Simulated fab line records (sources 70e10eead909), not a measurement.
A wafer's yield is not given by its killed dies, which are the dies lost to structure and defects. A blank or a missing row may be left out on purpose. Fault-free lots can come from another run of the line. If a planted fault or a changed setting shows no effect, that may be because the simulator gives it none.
What tool caused it? | flow nandHarc | 18 wafers from 6 lots sampled at 5 of the route's 1159 steps

== WHAT THE GAUGES READ, wafer by wafer ==
NHARC_END_SORT_01.
lot  | measured     | on        | killedShort
L865 | day 21 01:08 | prober-02 | 4 2 2

== EACH LOT AND THE TOOL THAT RAN IT (in order: tool; ch and the chambers of the sampled wafers; start) ==
lot  | NHARC_A_CHANNEL_HOLE_D1_DEP_00 | NHARC_A_CHANNEL_HOLE_D1_DEP_01  | NHARC_A_CHANNEL_HOLE_D1_ETCH_38   | NHARC_A_CHANNEL_HOLE_D1_ETCH_16
L861 | aclDep-02 ch 0, day 8 18:03    | pecvd-04 ch 0,2, day 8 19:40    | rieDiel-09 ch 0,1,2, day 8 20:40  | rieDiel-09 ch 1,3, no start
L862 | aclDep-02 ch 0, day 9 01:48    | pecvd-01 ch 0,1,2, day 9 03:42  | rieDiel-07 ch 0,1,2, day 9 04:34  | rieDiel-07 ch 0,2,3, no start
L865 | aclDep-01 ch 0, day 9 18:13    | pecvd-01 ch 0,1,2, day 9 22:00  | rieDiel-11 ch 0,1, day 9 22:53    | rieDiel-11 ch 0,1, day 21 01:08 or earlier
L873 | aclDep-01 ch 0, day 11 18:53   | pecvd-04 ch 1,2, day 11 20:32   | rieDiel-11 ch 0,1, day 11 21:29   | rieDiel-11 ch 0,1,2, no start
L878 | aclDep-03 ch 0, day 13 06:28   | pecvd-04 ch 0,1, day 13 08:42   | rieDiel-09 ch 0,1, day 13 09:35   | rieDiel-09 ch 0,1,2, no start
L881 | aclDep-02 ch 0, day 14 08:58   | pecvd-03 ch 0,1,2, day 14 10:37 | rieDiel-07 ch 0,2,3, day 14 11:29 | rieDiel-07 ch 1,2, no start
- NHARC_A_CHANNEL_HOLE_D1_DEP_00: deposits aC, target thk 3100 nm.
- NHARC_A_CHANNEL_HOLE_D1_DEP_01: deposits SiON, target thk 140 nm.
- NHARC_A_CHANNEL_HOLE_D1_ETCH_38: etches the open film in CF4, target depth 39 nm, time 65 s.
- NHARC_A_CHANNEL_HOLE_D1_ETCH_16: etches the open film in O2/COS, target depth 3100 nm, time 806 s.

== THE ANSWER, worked out from the rows above alone ==
Rule: the usual values come from the lots themselves. The widest of any qualifying gaps counts: lots, ordered by their means at a reading, are off when they make up no more than a third of the lots, leave a main group of 4 or more, and stand apart from it by 3 or more times the standard deviation of that group's means. The tables above print the reading to a certain number of digits; a main group whose means all agree to those digits is not used. Also off: a lot with no number at a reading for which 4 or more lots have one. The other lots that the step has rows for count as sound.
Nothing can be told from this: no lot is off at any reading shown.

== WHAT THE SIMULATOR HAD PUT IN ==
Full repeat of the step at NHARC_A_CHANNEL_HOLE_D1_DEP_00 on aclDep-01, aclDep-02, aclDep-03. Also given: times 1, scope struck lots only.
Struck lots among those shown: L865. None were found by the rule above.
